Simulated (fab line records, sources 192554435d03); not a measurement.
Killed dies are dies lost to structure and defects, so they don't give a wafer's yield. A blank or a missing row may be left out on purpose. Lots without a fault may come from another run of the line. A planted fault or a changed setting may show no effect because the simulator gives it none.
fab line records | flow n5_finfet
record lots=5 wafers=15 last_day=16
route steps=1938 shown BEOL_M15@1777
lots that met no fault: from a run of the same line without faults
start_h: hours from the record's first day to the start of the lot's first wafer shown | wait_h: hours since the lot's step before | " the same as in the row above | L1.1+2: a row that stands for several wafers | - no value, or no start given | * or withheld: withheld | < > ~ a bound
route shown NAME@n: a module of which the file shows steps, and the number in the route of the first | usual: mean/standard deviation of fault-free wafers | same: alike in all rows | chamber/n: place in a boat | sites: the reading at each site | _std_site: their standard deviation | _edge_site: outer sites' mean less inner sites' | radius_mm: how far each site lies from the wafer's centre | mask NAME#n: copy n | behind: the tool/chamber that last shaped the wafer | hold: why the lot was held/for how many hours/how that ended | device: the transistor (n, p or np) that didn't switch | end of line: the same wafers' tests at the end of the route | a step without rows: its recipe alone | killed: dies lost to structure and defects at the first sort, not the wafer's yield | map: a wafer's dies, x killed, . not, _ none there
set.NAME: the setting as run; set.NAME@STEP: as run at that earlier step | model.NAME: the simulator's own value behind a step, which no gauge read
lots at some steps of the route; a table a step, a row a wafer
services: from which hour (start_h, from the record's first day; less than 0 if before it) a tool's chamber was out of use, for how many hours, and why
## steps
# step N5_BEOL_M15_EBR_06
# recipe solvent=PGMEA ebr_width_mm=1.5
# columns lot.wafer tool chamber start_h wait_h
L083.1+4+5 litho_track-05 0 - -
L085.4+5+6 litho_track-04 0 - -
L088.1+4+6 litho_track-02 0 - -
L090.1+5+6 litho_track-02 0 - -
L093.2+4+5 litho_track-04 0 - -
# step N5_BEOL_M15_SOFTBAKE_05
# recipe temp_c=130 time_s=60
# columns lot.wafer tool chamber start_h wait_h
L083.1+4+5 litho_track-05 0 - -
L085.4+5+6 litho_track-04 0 - -
L088.1+4+6 litho_track-02 0 - -
L090.1+5+6 litho_track-02 0 - -
L093.2+4+5 litho_track-04 0 - -
# step N5_BEOL_M15_EXPOSE_07
# recipe mask_id=V14 na=0.8 source_shape=annular sigma_inner=0.5 sigma_outer=0.8 polarization=unpolarized attpsm_phase_deg=180 dose_mj=41.25
# usual stage_vel_mm_s=500.03/0.24
# same sigma_inner=0.5
# columns lot.wafer tool chamber start_h wait_h mask stage_vel_mm_s
L083.1 krf_scanner-01 0 309.60 - V14#0 500.40
L083.4 " 0 " " V14#0 500.16
L083.5 " 0 " " V14#0 500.28
L085.4 krf_scanner-01 0 335.17 - V14#0 500.18
L085.5 " 0 " " V14#0 499.99
L085.6 " 0 " " V14#0 500.08
L088.1 krf_scanner-02 0 348.64 - V14#0 500.34
L088.4 " 0 " " V14#0 500.30
L088.6 " 0 " " V14#0 500.23
L090.1 krf_scanner-01 0 354.38 - V14#0 500.24
L090.5 " 0 " " V14#0 499.80
L090.6 " 0 " " V14#0 500.21
L093.2 krf_scanner-02 0 362.68 - V14#0 499.91
L093.4 " 0 " " V14#0 499.84
L093.5 " 0 " " V14#0 499.64
# step N5_BEOL_M15_PEB_08
# recipe peb_temp_c=130 peb_time_s=90
# same peb_time_s=90
# columns lot.wafer tool chamber start_h wait_h
L083.1+4+5 litho_track-04 0 309.66 0.1
L085.4+5+6 litho_track-02 0 335.21 0.0
L088.1+4+6 litho_track-05 0 348.70 0.1
L090.1+5+6 litho_track-04 0 354.43 0.1
L093.2+4+5 litho_track-02 0 362.74 0.0
# step N5_BEOL_M15_DEVELOP_09
# recipe develop_time_s=45 rinse_liquid=diw dry=air_spin dev_temp_c=21
# columns lot.wafer tool chamber start_h wait_h
L083.1+4+5 litho_track-04 0 - -
L085.4+5+6 litho_track-02 0 - -
L088.1+4+6 litho_track-05 0 - -
L090.1+5+6 litho_track-04 0 - -
L093.2+4+5 litho_track-02 0 - -
# step N5_BEOL_M15_HARDBAKE_14
# recipe temp_c=130 time_s=120
# columns lot.wafer tool chamber start_h wait_h
L083.1+4+5 litho_track-04 0 - -
L085.4+5+6 litho_track-02 0 - -
L088.1+4+6 litho_track-05 0 - -
L090.1+5+6 litho_track-04 0 - -
L093.2+4+5 litho_track-02 0 - -
# step N5_BEOL_M15_CD_MEAS_10
# recipe target_cd_nm=360 landing_energy_ev=500 detector=se_inlens polarity=opening
# usual cd_nm=359.8/1
# columns lot.wafer tool chamber start_h wait_h cd_nm
L083.1 cd_sem-02 0 309.78 - 360.3
L083.4 " 0 " " 360.4
L083.5 " 0 " " 359.4
L085.4 cd_sem-03 0 335.33 - 359.7
L085.5 " 0 " " 360.6
L085.6 " 0 " " 360.3
L088.1 cd_sem-03 0 348.81 - 360.8
L088.4 " 0 " " 361.1
L088.6 " 0 " " 359.6
L090.1 cd_sem-03 0 354.55 - 360.4
L090.5 " 0 " " 358.6
L090.6 " 0 " " 359.1
L093.2 cd_sem-01 0 362.85 - 359.6
L093.4 " 0 " " 360.1
L093.5 " 0 " " 360.1
# step N5_BEOL_M15_OVL_MEAS_11
# recipe points_per_wafer=44
# usual V14_OVL=-3/5
# columns lot.wafer tool chamber start_h wait_h V14_OVL[nm]
L083.1 overlay-02 0 309.81 0.0 -3
L083.4 " 0 " " 3
L083.5 " 0 " " -4
L085.4 overlay-01 0 335.36 0.0 -5
L085.5 " 0 " " -7
L085.6 " 0 " " -4
L088.1 overlay-02 0 348.84 0.0 -14
L088.4 " 0 " " 1
L088.6 " 0 " " 0
L090.1 overlay-01 0 354.58 0.0 -2
L090.5 " 0 " " -6
L090.6 " 0 " " -3
L093.2 overlay-01 0 362.88 0.0 -3
L093.4 " 0 " " 3
L093.5 " 0 " " -8
# step N5_BEOL_M15_INSPECT_12
# recipe mode=adi inspect_instrument=macro
# usual raw_defect_count=2.1/1.4
# columns lot.wafer tool chamber start_h wait_h raw_defect_count
L083.1 defect_inspect-02 - 309.83 0.0 5
L083.4 " - " " 2
L083.5 " - " " 1
L085.4 defect_inspect-01 - 335.38 0.0 2
L085.5 " - " " 6
L085.6 " - " " 3
L088.1 defect_inspect-02 - 348.87 0.0 0
L088.4 " - " " 1
L088.6 " - " " 1
L090.1 defect_inspect-01 - 354.60 0.0 1
L090.5 " - " " 0
L090.6 " - " " 5
L093.2 defect_inspect-01 - 362.91 0.0 1
L093.4 " - " " 0
L093.5 " - " " 0
# step N5_BEOL_M15_DESCUM_15
# recipe chemistry=O2 time_s=7.9 source_power_w=50 bias_power_w=20 pressure_mtorr=20 rf_frequency_hz=2.712e+07 temp_c=40 o2_flow_sccm=225
# usual drypump_motor_current_A=5.5/0.4 o2_flow_sccm=225.0/0.71 oes_product_au=0.80/0.084 rf_vpp_V=243.0/1.2 showerhead_plenum_p_Torr=2.08/0.051 throttle_valve_pct=20.41/0.19
# columns lot.wafer tool chamber start_h wait_h drypump_motor_current_A o2_flow_sccm oes_product_au rf_hours_counter_h rf_vpp_V showerhead_plenum_p_Torr throttle_valve_pct
L083.1 rie_diel-05 3 310.00 0.2 5.4 224.4 0.74 161 242.5 2.09 20.23
L083.4 " 0 " " 4.9 224.5 0.68 248 244.6 2.06 20.74
L083.5 " 1 " " 4.9 224.4 0.82 - 242.2 2.03 20.23
L085.4 rie_diel-05 2 335.43 0.0 5.8 225.0 0.77 - 243.0 2.08 20.75
L085.5 " 3 " " 5.4 225.9 0.73 - 244.3 2.08 20.24
L085.6 " 1 " " 4.9 225.1 0.81 - 242.6 2.02 20.25
L088.1 rie_diel-03 2 348.90 0.0 5.7 225.3 0.66 233 243.8 2.14 20.22
L088.4 " 0 " " 6.3 225.5 0.84 56 241.5 2.04 20.20
L088.6 " 3 " " 5.4 225.0 0.71 - 242.0 2.07 20.69
L090.1 rie_diel-06 2 354.64 0.0 5.9 225.2 0.73 160 243.4 2.09 20.59
L090.5 " 1 " " 5.7 224.5 0.85 - 244.4 2.21 20.31
L090.6 " 2 " " 5.8 224.2 0.73 - 243.2 2.09 20.59
L093.2 rie_diel-05 1 363.20 0.3 4.9 224.7 0.81 114 241.2 2.02 20.27
L093.4 " 0 " " 4.9 223.8 0.96 - 243.8 2.05 20.39
L093.5 " 1 " " 4.9 225.1 0.80 - 240.8 2.02 20.28
# step N5_BEOL_M15_ETCH_59
# recipe chemistry=N2/H2 target=BARC target_depth_a=890 overetch_a=267 time_s=67.9 ion_energy_ev=200 pressure_mtorr=30 source_w=840 bias_w=150 n2_flow_sccm=200 h2_flow_sccm=200
# usual drypump_motor_current_A=5.5/0.4 h2_flow_sccm=200.0/0.58 oes_product_au=0.68/0.067 rf_vpp_V=523.5/2 showerhead_plenum_p_Torr=2.53/0.062 throttle_valve_pct=17.85/0.22
# columns lot.wafer tool chamber start_h wait_h drypump_motor_current_A h2_flow_sccm oes_product_au rf_hours_counter_h rf_vpp_V showerhead_plenum_p_Torr throttle_valve_pct
L083.1 rie_diel-05 3 310.03 0.0 5.4 199.7 0.63 161 524.6 2.53 17.64
L083.4 " 0 " " 4.9 201.2 0.58 248 522.6 2.50 18.17
L083.5 " 1 " " 4.9 199.0 0.70 - 520.9 2.46 17.64
L085.4 rie_diel-05 2 335.48 0.0 5.9 201.0 0.66 - 523.8 2.54 18.22
L085.5 " 3 " " 5.4 200.5 0.63 - 522.0 2.53 17.66
L085.6 " 1 " " 4.9 199.8 0.69 - 521.9 2.46 17.65
L088.1 rie_diel-03 2 348.94 0.0 5.8 200.4 0.58 233 526.4 2.60 17.68
L088.4 " 0 " " 6.2 200.2 0.72 56 521.6 2.48 17.62
L088.6 " 3 " " 5.4 200.2 0.62 - 523.8 2.53 18.24
L090.1 rie_diel-06 2 354.67 0.0 5.8 199.8 0.63 160 521.9 2.54 18.02
L090.5 " 1 " " 5.8 199.2 0.72 - 527.8 2.68 17.76
L090.6 " 2 " " 5.8 199.9 0.62 - 523.6 2.54 18.03
L093.2 rie_diel-05 1 363.23 0.0 5.0 200.1 0.69 114 522.9 2.45 17.66
L093.4 " 0 " " 4.9 199.7 0.80 - 522.1 2.50 17.78
L093.5 " 1 " " 4.9 199.4 0.69 - 520.5 2.45 17.67
# step N5_BEOL_M15_VIA_ETCH_16
# recipe chemistry=C4F8/O2/Ar target=SiO2 he_inner_torr=15 he_outer_torr=30 target_depth_a=17922 time_s=withheld ion_energy_ev=800 pressure_mtorr=20 source_w=1905 bias_w=2040 Ar_flow_sccm=400 C4F8_flow_sccm=16 O2_flow_sccm=12 ends=cleared
# usual drypump_motor_current_A=5.5/0.4 he_inner_torr=15.000/0.028 oes_product_au=0.72/0.076 rf_vpp_V=2219/19 showerhead_plenum_p_Torr=3.43/0.08 throttle_valve_pct=30.90/0.21
# columns lot.wafer tool chamber start_h wait_h drypump_motor_current_A he_inner_torr oes_product_au rf_vpp_V showerhead_plenum_p_Torr throttle_valve_pct
L083.1 rie_diel-05 3 310.08 0.0 5.4 15.007 0.66 2265 3.44 30.70
L083.4 " 0 " " 4.9 14.984 0.60 2199 3.39 31.16
L083.5 " 1 " " 4.9 14.994 0.75 2235 3.34 30.68
L085.4 rie_diel-05 2 335.62 0.1 5.8 14.988 0.70 2215 3.44 31.34
L085.5 " 3 " " 5.4 15.006 0.66 2266 3.44 30.74
L085.6 " 1 " " 4.9 14.942 0.74 2235 3.33 30.68
L088.1 rie_diel-03 2 348.99 0.0 5.8 15.026 0.61 2231 3.53 30.62
L088.4 " 0 " " 6.3 15.048 0.76 2204 3.36 30.69
L088.6 " 3 " " 5.4 14.985 0.65 2198 3.42 31.19
L090.1 rie_diel-06 2 354.72 0.0 5.8 14.983 0.66 2218 3.44 31.00
L090.5 " 1 " " 5.7 14.988 0.76 2236 3.63 30.87
L090.6 " 2 " " 5.8 14.981 0.66 2217 3.44 30.97
L093.2 rie_diel-05 1 363.28 0.0 5.0 14.963 0.72 2235 3.33 30.69
L093.4 " 0 " " 4.9 15.002 0.86 2199 3.39 30.95
L093.5 " 1 " " 4.9 14.987 0.73 2235 3.33 30.69
# step N5_BEOL_M15_STRIP_63
# recipe chemistry=O2 power_w=600 temp_c=60 pressure_mtorr=30 rf_frequency_hz=6e+07 bias_power_w=0 overash_fraction=0.3 o2_flow_sccm=225
# usual drypump_motor_current_A=5.5/0.4 o2_flow_sccm=225.1/0.7 oes_product_au=0.80/0.084 rf_vpp_V=3.5/0.65 showerhead_plenum_p_Torr=2.09/0.051 throttle_valve_pct=16.66/0.2
# columns lot.wafer tool chamber start_h wait_h drypump_motor_current_A o2_flow_sccm oes_product_au rf_hours_counter_h rf_vpp_V showerhead_plenum_p_Torr throttle_valve_pct
L083.1 rie_diel-05 3 - - 5.4 224.3 0.73 161 3.7 2.09 16.50
L083.4 " 0 " " 4.9 225.3 0.68 248 2.7 2.06 16.99
L083.5 " 1 " " 4.9 225.9 0.82 - 3.0 2.03 16.49
L085.4 rie_diel-05 2 - - 5.8 225.5 0.76 - 2.9 2.09 16.97
L085.5 " 3 " " 5.4 224.4 0.73 - 2.3 2.09 16.50
L085.6 " 1 " " 4.9 225.5 0.81 - 2.9 2.03 16.54
L088.1 rie_diel-03 2 - - 5.7 225.3 0.67 233 3.6 2.15 16.50
L088.4 " 0 " " 6.2 224.7 0.84 56 4.7 2.05 16.40
L088.6 " 3 " " 5.4 224.0 0.72 - 3.3 2.07 16.96
L090.1 rie_diel-06 2 - - 5.8 227.3 0.73 160 5.2 2.10 16.86
L090.5 " 1 " " 5.8 225.2 0.87 - 3.0 2.22 16.51
L090.6 " 2 " " 5.8 226.6 0.73 - 3.7 2.10 16.84
L093.2 rie_diel-05 1 - - 5.0 224.4 0.80 114 3.4 2.03 16.53
L093.4 " 0 " " 4.9 226.3 0.94 - 2.7 2.06 16.56
L093.5 " 1 " " 4.9 224.5 0.80 - 4.1 2.02 16.52
# step N5_BEOL_M15_STRIP_64
# recipe chemistry=O2 power_w=600 temp_c=60 pressure_mtorr=30 rf_frequency_hz=6e+07 bias_power_w=0 overash_fraction=0.3 o2_flow_sccm=225
# usual drypump_motor_current_A=5.5/0.4 o2_flow_sccm=224.9/0.69 oes_product_au=0.80/0.084 rf_vpp_V=3.7/0.49 showerhead_plenum_p_Torr=2.09/0.051 throttle_valve_pct=16.66/0.2
# columns lot.wafer tool chamber start_h wait_h drypump_motor_current_A o2_flow_sccm oes_product_au rf_hours_counter_h rf_vpp_V showerhead_plenum_p_Torr throttle_valve_pct
L083.1 rie_diel-05 3 - - 5.4 223.8 0.72 161 3.0 2.09 16.51
L083.4 " 0 " " 4.9 224.5 0.67 248 3.4 2.06 17.01
L083.5 " 1 " " 4.9 226.1 0.83 - 4.0 2.03 16.48
L085.4 rie_diel-05 2 - - 5.9 224.4 0.77 - 4.5 2.09 16.98
L085.5 " 3 " " 5.4 225.9 0.72 - 3.4 2.09 16.50
L085.6 " 1 " " 4.9 224.9 0.82 - 3.6 2.03 16.50
L088.1 rie_diel-03 2 - - 5.7 225.4 0.67 233 2.7 2.15 16.55
L088.4 " 0 " " 6.2 224.5 0.83 56 3.1 2.05 16.44
L088.6 " 3 " " 5.4 223.6 0.73 - 3.9 2.07 16.97
L090.1 rie_diel-06 2 - - 5.9 224.0 0.73 160 3.6 2.10 16.86
L090.5 " 1 " " 5.7 225.8 0.85 - 2.6 2.22 16.53
L090.6 " 2 " " 5.8 224.2 0.74 - 3.0 2.10 16.87
L093.2 rie_diel-05 1 - - 4.9 225.3 0.80 114 3.1 2.03 16.53
L093.4 " 0 " " 4.9 224.8 0.95 - 3.0 2.06 16.55
L093.5 " 1 " " 4.9 224.8 0.81 - 3.7 2.02 16.52
# step N5_BEOL_M15_STRIP_65
# recipe chemistry=post_etch_residue_remover time_s=60 temp_c=25 remover_ph=withheld remover_water_wt_pct=withheld remover_fluoride_wt_pct=withheld
# columns lot.wafer tool chamber start_h wait_h
L083.1+4+5 wet_bench-04 0,4,6 310.43 -
L085.4+5+6 wet_bench-02 0,6,1 335.85 -
L088.1+4+6 wet_bench-04 5,7,2 349.34 -
L090.1+5+6 wet_bench-04 1,7,0 355.08 -
L093.2+4+5 wet_bench-04 0,2,3 363.63 -
# step N5_BEOL_M15_SRD_66
# recipe time_s=30 temp_c=23 rinse_liquid=diw dry=n2_spin spin_rpm=1500 dry_time_s=30
# usual do_supply_ppb=10.02/0.094
# columns lot.wafer tool chamber start_h wait_h do_supply_ppb
L083.1 wet_bench-04 0 310.45 0.0 10.05
L083.4 " 4 " " 10.06
L083.5 " 6 " " 10.00
L085.4 wet_bench-02 0 335.87 0.0 10.05
L085.5 " 6 " " 9.92
L085.6 " 1 " " 10.01
L088.1 wet_bench-04 5 349.36 0.0 10.01
L088.4 " 7 " " 10.01
L088.6 " 2 " " 10.12
L090.1 wet_bench-04 1 355.10 0.0 10.07
L090.5 " 7 " " 10.11
L090.6 " 0 " " 10.02
L093.2 wet_bench-04 0 363.65 0.0 10.09
L093.4 " 2 " " 9.89
L093.5 " 3 " " 10.21
# step N5_BEOL_M15_CD_MEAS_17
# recipe target_cd_nm=360 polarity=opening
# usual cd_nm=361.2/1.5
# columns lot.wafer tool chamber start_h wait_h cd_nm
L083.1 cd_sem-01 - 310.49 0.0 362.4
L083.4 " - " " 363.3
L083.5 " - " " 360.9
L085.4 cd_sem-01 - 335.92 0.0 361.3
L085.5 " - " " 362.8
L085.6 " - " " 362.7
L088.1 cd_sem-01 - 349.40 0.0 362.3
L088.4 " - " " 364.0
L088.6 " - " " 359.8
L090.1 cd_sem-01 - 355.14 0.0 363.3
L090.5 " - " " 361.2
L090.6 " - " " 361.7
L093.2 cd_sem-03 - 363.69 0.0 360.8
L093.4 " - " " 362.9
L093.5 " - " " 361.2
# step N5_BEOL_M15_COAT_56
# recipe resist=SOC temp_c=250 time_s=60 spin_rpm=1500 resist_thk_nm=550
# columns lot.wafer tool chamber start_h wait_h
L083.1+4+5 litho_track-05 0 310.53 0.0
L085.4+5+6 litho_track-04 0 335.96 0.0
L088.1+4+6 litho_track-05 0 349.44 0.0
L090.1+5+6 litho_track-05 0 355.17 0.0
L093.2+4+5 litho_track-04 0 363.73 0.0
# step N5_BEOL_M15_ETCH_57
# recipe chemistry=N2/H2 target=SOC source_w=3000 bias_w=350 time_s=750 ion_energy_ev=200 pressure_mtorr=30 n2_flow_sccm=200 h2_flow_sccm=200
# usual drypump_motor_current_A=5.4/0.37 h2_flow_sccm=200.0/0.67 oes_product_au=0.80/0.085 rf_vpp_V=523.5/1.8 showerhead_plenum_p_Torr=2.53/0.062 throttle_valve_pct=17.75/0.22
# columns lot.wafer tool chamber start_h wait_h drypump_motor_current_A h2_flow_sccm oes_product_au rf_hours_counter_h rf_vpp_V showerhead_plenum_p_Torr throttle_valve_pct
L083.1 rie_diel-05 2 310.63 - 5.9 200.1 0.79 137 525.0 2.55 18.10
L083.4 " 0 " " 4.9 199.5 0.68 248 522.3 2.50 18.09
L083.5 " 0 " " 4.9 200.2 0.67 - 522.8 2.50 18.07
L085.4 rie_diel-06 1 336.02 - 5.7 199.4 0.87 49 528.2 2.69 17.63
L085.5 " 3 " " 5.1 200.2 0.88 - 521.7 2.47 17.64
L085.6 " 2 " " 5.8 199.8 0.74 - 521.7 2.55 17.90
L088.1 rie_diel-03 3 349.50 - 5.4 200.6 0.71 194 522.7 2.53 18.15
L088.4 " 0 " " 6.2 200.0 0.83 56 522.2 2.48 17.52
L088.6 " 1 " " 5.1 199.9 0.77 - 525.0 2.55 17.64
L090.1 rie_diel-05 1 355.24 - 4.9 199.4 0.81 111 519.8 2.45 17.56
L090.5 " 1 " " 4.9 200.0 0.81 - 522.4 2.46 17.55
L090.6 " 3 " " 5.4 200.1 0.72 - 524.3 2.53 17.56
L093.2 rie_diel-06 3 364.02 - 5.1 199.9 0.88 55 522.8 2.47 17.68
L093.4 " 3 " " 5.2 200.5 0.87 - 522.5 2.47 17.67
L093.5 " 1 " " 5.7 200.1 0.85 - 528.2 2.68 17.66
# step N5_BEOL_M15_COAT_60
# recipe resist=BARC temp_c=205 time_s=60 spin_rpm=1500 resist_thk_nm=89
# columns lot.wafer tool chamber start_h wait_h
L083.1+4+5 litho_track-04 0 311.13 0.3
L085.4+5+6 litho_track-02 0 336.52 0.3
L088.1+4+6 litho_track-05 0 350.01 0.3
L090.1+5+6 litho_track-04 0 355.74 0.3
L093.2+4+5 litho_track-02 0 364.52 0.3
# step N5_BEOL_M15_COAT_22
# recipe spin_rpm=1704 resist_thk_nm=800
# columns lot.wafer tool chamber start_h wait_h
L083.1+4+5 litho_track-04 0 - -
L085.4+5+6 litho_track-02 0 - -
L088.1+4+6 litho_track-05 0 - -
L090.1+5+6 litho_track-04 0 - -
L093.2+4+5 litho_track-02 0 - -
# step N5_BEOL_M15_EBR_24
# recipe solvent=PGMEA ebr_width_mm=1.5
# columns lot.wafer tool chamber start_h wait_h
L083.1+4+5 litho_track-04 0 - -
L085.4+5+6 litho_track-02 0 - -
L088.1+4+6 litho_track-05 0 - -
L090.1+5+6 litho_track-04 0 - -
L093.2+4+5 litho_track-02 0 - -
# step N5_BEOL_M15_SOFTBAKE_23
# recipe temp_c=130 time_s=60
# columns lot.wafer tool chamber start_h wait_h
L083.1+4+5 litho_track-04 0 - -
L085.4+5+6 litho_track-02 0 - -
L088.1+4+6 litho_track-05 0 - -
L090.1+5+6 litho_track-04 0 - -
L093.2+4+5 litho_track-02 0 - -
# step N5_BEOL_M15_EXPOSE_25
# recipe mask_id=M15 na=0.8 source_shape=annular sigma_inner=0.5 sigma_outer=0.8 polarization=unpolarized target_cd_nm=400 dose_mj=35.5
# usual stage_vel_mm_s=500.02/0.24
# same sigma_inner=0.5
# columns lot.wafer tool chamber start_h wait_h mask stage_vel_mm_s
L083.1 krf_scanner-01 0 311.23 - M15#0 500.09
L083.4 " 0 " " M15#0 499.80
L083.5 " 0 " " M15#0 499.99
L085.4 krf_scanner-01 0 336.76 - M15#0 499.47
L085.5 " 0 " " M15#0 500.04
L085.6 " 0 " " M15#0 499.74
L088.1 krf_scanner-02 0 350.23 - M15#0 499.76
L088.4 " 0 " " M15#0 499.93
L088.6 " 0 " " M15#0 499.84
L090.1 krf_scanner-01 0 355.96 - M15#0 500.47
L090.5 " 0 " " M15#0 499.93
L090.6 " 0 " " M15#0 500.04
L093.2 krf_scanner-02 0 364.75 - M15#0 499.85
L093.4 " 0 " " M15#0 500.09
L093.5 " 0 " " M15#0 500.07
# step N5_BEOL_M15_PEB_26
# recipe peb_temp_c=130 peb_time_s=90
# same peb_time_s=90
# columns lot.wafer tool chamber start_h wait_h
L083.1+4+5 litho_track-02 0 311.29 0.1
L085.4+5+6 litho_track-04 0 336.80 0.0
L088.1+4+6 litho_track-05 0 350.29 0.1
L090.1+5+6 litho_track-02 0 356.02 0.1
L093.2+4+5 litho_track-05 0 364.80 0.0
# step N5_BEOL_M15_DEVELOP_27
# recipe develop_time_s=45 rinse_liquid=diw dry=air_spin dev_temp_c=21
# columns lot.wafer tool chamber start_h wait_h
L083.1+4+5 litho_track-02 0 - -
L085.4+5+6 litho_track-04 0 - -
L088.1+4+6 litho_track-05 0 - -
L090.1+5+6 litho_track-02 0 - -
L093.2+4+5 litho_track-05 0 - -
# step N5_BEOL_M15_HARDBAKE_32
# recipe temp_c=130 time_s=120
# columns lot.wafer tool chamber start_h wait_h
L083.1+4+5 litho_track-02 0 - -
L085.4+5+6 litho_track-04 0 - -
L088.1+4+6 litho_track-05 0 - -
L090.1+5+6 litho_track-02 0 - -
L093.2+4+5 litho_track-05 0 - -
# step N5_BEOL_M15_CD_MEAS_28
# recipe target_cd_nm=407.6 landing_energy_ev=500 detector=se_inlens
# usual cd_nm=408.2/1.3
# columns lot.wafer tool chamber start_h wait_h cd_nm
L083.1 cd_sem-03 0 311.40 - 408.8
L083.4 " 0 " " 408.5
L083.5 " 0 " " 409.5
L085.4 cd_sem-03 0 336.92 - 406.6
L085.5 " 0 " " 406.7
L085.6 " 0 " " 405.0
L088.1 cd_sem-01 0 350.41 - 408.6
L088.4 " 0 " " 408.0
L088.6 " 0 " " 406.3
L090.1 cd_sem-03 0 356.13 - 408.6
L090.5 " 0 " " 407.7
L090.6 " 0 " " 408.8
L093.2 cd_sem-02 0 364.91 - 407.1
L093.4 " 0 " " 407.2
L093.5 " 0 " " 408.2
# step N5_BEOL_M15_OVL_MEAS_29
# recipe points_per_wafer=44
# usual M15_OVL=1/5.3
# columns lot.wafer tool chamber start_h wait_h M15_OVL[nm]
L083.1 overlay-02 0 311.43 0.0 6
L083.4 " 0 " " -1
L083.5 " 0 " " 0
L085.4 overlay-01 0 336.95 0.0 9
L085.5 " 0 " " 11
L085.6 " 0 " " 8
L088.1 overlay-01 0 350.44 0.0 5
L088.4 " 0 " " 6
L088.6 " 0 " " -10
L090.1 overlay-01 0 356.16 0.0 5
L090.5 " 0 " " 2
L090.6 " 0 " " -3
L093.2 overlay-01 0 364.94 0.0 0
L093.4 " 0 " " 1
L093.5 " 0 " " 0
# step N5_BEOL_M15_INSPECT_30
# recipe mode=adi inspect_instrument=macro
# usual raw_defect_count=2.1/1.4
# columns lot.wafer tool chamber start_h wait_h raw_defect_count
L083.1 defect_inspect-02 - 311.45 0.0 4
L083.4 " - " " 3
L083.5 " - " " 2
L085.4 defect_inspect-01 - 336.97 0.0 5
L085.5 " - " " 1
L085.6 " - " " 2
L088.1 defect_inspect-01 - 350.46 0.0 2
L088.4 " - " " 1
L088.6 " - " " 2
L090.1 defect_inspect-01 - 356.19 0.0 2
L090.5 " - " " 2
L090.6 " - " " 2
L093.2 defect_inspect-02 - 364.97 0.0 2
L093.4 " - " " 0
L093.5 " - " " 4
# step N5_BEOL_M15_DESCUM_33
# recipe chemistry=O2 time_s=7.9 source_power_w=50 bias_power_w=20 pressure_mtorr=20 rf_frequency_hz=2.712e+07 temp_c=40 o2_flow_sccm=225
# usual drypump_motor_current_A=5.5/0.38 o2_flow_sccm=225.0/0.64 oes_product_au=0.80/0.082 rf_vpp_V=243.2/1.2 showerhead_plenum_p_Torr=2.09/0.057 throttle_valve_pct=20.41/0.19
# columns lot.wafer tool chamber start_h wait_h drypump_motor_current_A o2_flow_sccm oes_product_au rf_hours_counter_h rf_vpp_V showerhead_plenum_p_Torr throttle_valve_pct
L083.1 rie_diel-06 0 311.50 0.0 5.4 226.7 0.69 242 242.6 2.06 20.72
L083.4 " 3 " " 5.1 225.3 0.91 34 243.0 2.05 20.42
L083.5 " 2 " " 5.8 224.6 0.75 - 242.9 2.10 20.57
L085.4 rie_diel-05 2 337.09 0.1 5.8 225.8 0.78 - 242.7 2.08 20.76
L085.5 " 1 " " 4.9 225.6 0.81 - 240.3 2.02 20.25
L085.6 " 3 " " 5.4 223.5 0.72 - 242.3 2.08 20.25
L088.1 rie_diel-03 1 350.49 0.0 5.1 224.7 0.76 131 243.9 2.10 20.28
L088.4 " 0 " " 6.2 224.6 0.83 57 242.6 2.04 20.23
L088.6 " 0 " " 6.3 224.7 0.84 - 241.9 2.04 20.22
L090.1 rie_diel-05 3 356.26 0.1 5.4 224.9 0.72 178 241.9 2.08 20.26
L090.5 " 3 " " 5.4 224.4 0.73 - 242.0 2.08 20.26
L090.6 " 0 " " 4.9 225.4 0.95 - 242.0 2.06 20.37
L093.2 rie_diel-03 0 365.06 0.1 6.2 225.2 0.84 62 242.5 2.04 20.21
L093.4 " 1 " " 5.1 225.3 0.76 136 243.7 2.10 20.30
L093.5 " 1 " " 5.1 225.2 0.77 - 242.5 2.10 20.30
# step N5_BEOL_M15_ETCH_61
# recipe chemistry=N2/H2 target=BARC target_depth_a=890 overetch_a=267 time_s=67.9 ion_energy_ev=200 pressure_mtorr=30 source_w=840 bias_w=150 n2_flow_sccm=200 h2_flow_sccm=200
# usual drypump_motor_current_A=5.5/0.38 h2_flow_sccm=200.1/0.58 oes_product_au=0.68/0.065 rf_vpp_V=523.8/2.1 showerhead_plenum_p_Torr=2.54/0.069 throttle_valve_pct=17.84/0.21
# columns lot.wafer tool chamber start_h wait_h drypump_motor_current_A h2_flow_sccm oes_product_au rf_hours_counter_h rf_vpp_V showerhead_plenum_p_Torr throttle_valve_pct
L083.1 rie_diel-06 0 311.54 0.0 5.4 198.9 0.60 242 522.0 2.50 18.19
L083.4 " 3 " " 5.2 201.3 0.77 34 522.2 2.47 17.75
L083.5 " 2 " " 5.8 200.5 0.63 - 523.0 2.55 17.98
L085.4 rie_diel-05 2 337.14 0.0 5.8 200.1 0.66 - 523.9 2.54 18.23
L085.5 " 1 " " 4.9 199.8 0.70 - 522.0 2.46 17.65
L085.6 " 3 " " 5.4 199.1 0.62 - 523.7 2.53 17.68
L088.1 rie_diel-03 1 350.53 0.0 5.1 200.4 0.66 131 522.0 2.55 17.76
L088.4 " 0 " " 6.2 199.9 0.72 57 522.8 2.48 17.62
L088.6 " 0 " " 6.3 200.5 0.72 - 522.0 2.48 17.63
L090.1 rie_diel-05 3 356.30 0.0 5.4 199.5 0.63 178 523.0 2.53 17.67
L090.5 " 3 " " 5.4 198.8 0.63 - 523.9 2.53 17.66
L090.6 " 0 " " 4.9 200.1 0.81 - 522.6 2.50 17.76
L093.2 rie_diel-03 0 365.09 0.0 6.2 200.2 0.71 62 522.4 2.48 17.62
L093.4 " 1 " " 5.1 200.8 0.65 136 525.4 2.55 17.76
L093.5 " 1 " " 5.1 200.6 0.66 - 526.0 2.55 17.76
## services
# columns tool chamber start_h hours kind
krf_scanner-01 - 292.83 1.0 pm
krf_scanner-01 - 296.84 4.5 repair
krf_scanner-01 - 307.10 0.8 pm
rie_diel-05 0 314.89 - clean
rie_diel-05 0 314.89 - consumable_replace:focus_ring
rie_diel-05 0 314.89 23.4 scheduled_down
rie_diel-05 0 314.89 23.4 vent_cycle
krf_scanner-02 - 315.73 1.3 pm
krf_scanner-02 0 325.79 - calibration
krf_scanner-02 - 328.61 1.0 pm
rie_diel-06 2 329.05 5.4 repair
krf_scanner-01 - 329.61 1.3 pm
rie_diel-06 0 337.33 - clean
rie_diel-06 0 337.33 - consumable_replace:focus_ring
rie_diel-06 0 337.33 17.5 scheduled_down
rie_diel-06 0 337.33 17.5 vent_cycle
krf_scanner-01 - 346.28 4.4 pm
rie_diel-05 2 354.62 15.6 repair
## key
fault none
